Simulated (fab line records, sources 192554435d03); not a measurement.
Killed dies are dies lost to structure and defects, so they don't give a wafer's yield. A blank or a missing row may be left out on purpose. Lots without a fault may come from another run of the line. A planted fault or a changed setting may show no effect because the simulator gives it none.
A struck lot beside a sound one | flow n5_finfet | 16 steps out of a route of 1938
Sound: wafers L114.1, L114.2, L114.4. Struck: wafers L110.2, L110.4, L110.5. The cause comes at the end.
At each step with rows: each side's tool, then ch and its chambers, then its first start. Under that, the readings that differ: sound wafers | struck wafers | difference of the means | sigmas: that difference in standard deviations of wafers without a fault.
alike: readings whose means differ by less than 2 such deviations, and words and numbers that are the same on both sides. not compared: withheld readings, readings that some wafer has no value for, bounds like >300 that may hide the same value, and numbers for which the record gives no deviation and whose values overlap.
The two part at a step that has a row with sigmas, a row that says differs or no value, or rows on one side only. Numbers that don't overlap but have no deviation are shown without sigmas and don't part them. A reading that every wafer of one side lacks parts them only if that side has two wafers or more.

first, 9 steps without rows for these wafers: N5_BEOL_M2_SOFTBAKE_23 (time 60 s); N5_BEOL_M2_EXPOSE_25 (exposes mask V1, defocus 5 nm); N5_BEOL_M2_PEB_26 (peb time 60 s); N5_BEOL_M2_DEVELOP_27 (develop time 30 s); N5_BEOL_M2_DESCUM_33 (chemistry O2, time 7 s); N5_BEOL_M2_ETCH_77 (etches underlayer in N2/H2, target depth 6.5 nm, time 5.2 s); N5_BEOL_M2_ETCH_69 (etches SiARC in CF4, target depth 15.6 nm, time 26 s); N5_BEOL_M2_ALD_98 (deposits SiO2, target thk 2.5 nm, pulse time 1 s, co reactant pulse time 1 s); N5_BEOL_M2_ETCHBACK_99 (etches SiO2 in CHF3, target depth 5 nm, time 10.4 s).
N5_BEOL_M2_ETCH_70: etches SOC in N2/H2, target depth 80 nm, overetch 24 nm, time 130 s.
  sound on rie_diel-03 ch 0,2,3, day 12 08:14; struck on rie_diel-04 ch 1,2, day 11 16:13
  no value came back on the struck wafers for any of 8 readings (bias_w (W), chamber_pressure_mTorr (mTorr) and others); on the sound wafers bias_w (W) reads 149.5 150.3 150.1
  reading                                         | sound     | struck         | difference | sigmas
  model.CAR-EUV_of_BEOL_M2_COAT_22.thk_nm (nm)    | 0 0 0     | 10.4 10.8 10.4 | +10.5      |
  model.SiARC_of_BEOL_M2_COAT_68.thk_nm (nm)      | 5.8 5.8 6 | 12 12 12       | +6         |
  model.underlayer_of_BEOL_M2_COAT_76.thk_nm (nm) | 0 0 0     | 5 5 5          | +5         |
  not compared: rf_hours_counter_h
then, 2 steps without rows for these wafers: N5_BEOL_M2_STRIP_71 (strips in N2/H2); N5_BEOL_M2_STRIP_78 (strips in N2/H2).
N5_BEOL_M2_VIA_ETCH_34: etches the open film in C4F6/O2, target depth 69.4 nm, time 65.9 s.
  sound on rie_diel-03 ch 0,2,3, day 12 08:20; struck on rie_diel-04 ch 1,2, day 11 16:19
  reading               | sound          | struck         | difference | sigmas
  oes_product_au (a.u.) | 0.80 0.78 0.75 | 0.26 0.28 0.25 | -0.51      | -6
  alike: C4F6_flow_sccm, O2_flow_sccm, drypump_motor_current_A, rf_vpp_V, showerhead_plenum_p_Torr, throttle_valve_pct
  not compared: rf_hours_counter_h
then, 1 step without rows for these wafers: N5_BEOL_M2_STRIP_83 (strips in C4F6/O2).
N5_BEOL_M4_RC_MEAS_101:
  the record has rows for the sound wafers here (prober-01 ch 0, day 14 03:54) and none for the struck ones
-- the record jumps here: 7 days lie between the struck wafers' starts before and after (it left off in module BEOL_M4 and takes up again in module PASSIVATION, whose first step shown is number 1936 of the route) --
N5_PASSIVATION_PROBE_49:
  the record has rows for the struck wafers here (prober-02, day 18 08:53) and none for the sound ones

WHERE THEY PART
First at N5_BEOL_M2_ETCH_70; last, within this record, at N5_PASSIVATION_PROBE_49.

WHY: what the simulator had put in
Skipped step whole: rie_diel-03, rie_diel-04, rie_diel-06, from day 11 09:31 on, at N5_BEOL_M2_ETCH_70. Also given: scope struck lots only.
